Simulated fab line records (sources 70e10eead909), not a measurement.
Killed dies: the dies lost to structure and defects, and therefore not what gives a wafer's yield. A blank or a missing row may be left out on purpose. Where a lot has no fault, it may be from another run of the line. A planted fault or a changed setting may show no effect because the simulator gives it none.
Matching of chambers / flow nandHarc / NHARC_P_M1_DESCUM_14 on rieDiel-09: 4 sister chambers
The step chemistry O2, time 3 s. 7 wafers are shown with their chamber, then 7 later ones without.

## WAFERS WITH THEIR CHAMBER
wafer=L077.6; chamber=2; showerheadPlenumPTorr (Torr)=2.03; oesProductAu (a.u.)=0.998
wafer=L078.1; chamber=2; showerheadPlenumPTorr (Torr)=2.03; oesProductAu (a.u.)=0.978
wafer=L078.5; chamber=3; showerheadPlenumPTorr (Torr)=2.03; oesProductAu (a.u.)=1.006
wafer=L081.5; chamber=1; showerheadPlenumPTorr (Torr)=1.98; oesProductAu (a.u.)=0.984
wafer=L081.6; chamber=0; showerheadPlenumPTorr (Torr)=2.00; oesProductAu (a.u.)=0.989
wafer=L087.1; chamber=0; showerheadPlenumPTorr (Torr)=2.00; oesProductAu (a.u.)=0.981
wafer=L087.3; chamber=3; showerheadPlenumPTorr (Torr)=2.02; oesProductAu (a.u.)=0.994

## WAFERS WITHOUT THEIR CHAMBER
wafer=L087.5; showerheadPlenumPTorr (Torr)=2.03; oesProductAu (a.u.)=0.975
wafer=L089.1; showerheadPlenumPTorr (Torr)=1.98; oesProductAu (a.u.)=0.992
wafer=L089.2; showerheadPlenumPTorr (Torr)=2.00; oesProductAu (a.u.)=0.992
wafer=L089.5; showerheadPlenumPTorr (Torr)=1.98; oesProductAu (a.u.)=0.981
wafer=L093.4; showerheadPlenumPTorr (Torr)=1.98; oesProductAu (a.u.)=0.990
wafer=L093.5; showerheadPlenumPTorr (Torr)=2.02; oesProductAu (a.u.)=0.987
wafer=L093.6; showerheadPlenumPTorr (Torr)=2.02; oesProductAu (a.u.)=1.008

## EACH ONE'S CHAMBER
wafer=L087.5; from the rows above=can't be placed: 2 or 3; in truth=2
wafer=L089.1; from the rows above=1; in truth=1
wafer=L089.2; from the rows above=0; in truth=0
wafer=L089.5; from the rows above=1; in truth=1
wafer=L093.4; from the rows above=1; in truth=1
wafer=L093.5; from the rows above=can't be placed: 3 or 2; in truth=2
wafer=L093.6; from the rows above=can't be placed: 3 or 2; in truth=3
4 of 7 placed correctly. Can't be placed from these rows: 3 (the true chamber is among the candidates in 3). Wrongly placed: 0.
How it was worked out, from the rows above alone: a wafer's distance from a chamber is the root of the sum, over the readings, of the square of ((its reading less the chamber's mean) divided by the reading's scatter). If the next closest chamber is less than 2 further off than the closest, the wafer can't be placed; otherwise it belongs to the closest. For every chamber, the mean is computed from those of its wafers that are shown. How the scatter is found: for the shown wafers, subtract from each reading the mean of its chamber, square and add these, divide the total by (wafers less chambers), then take the root.
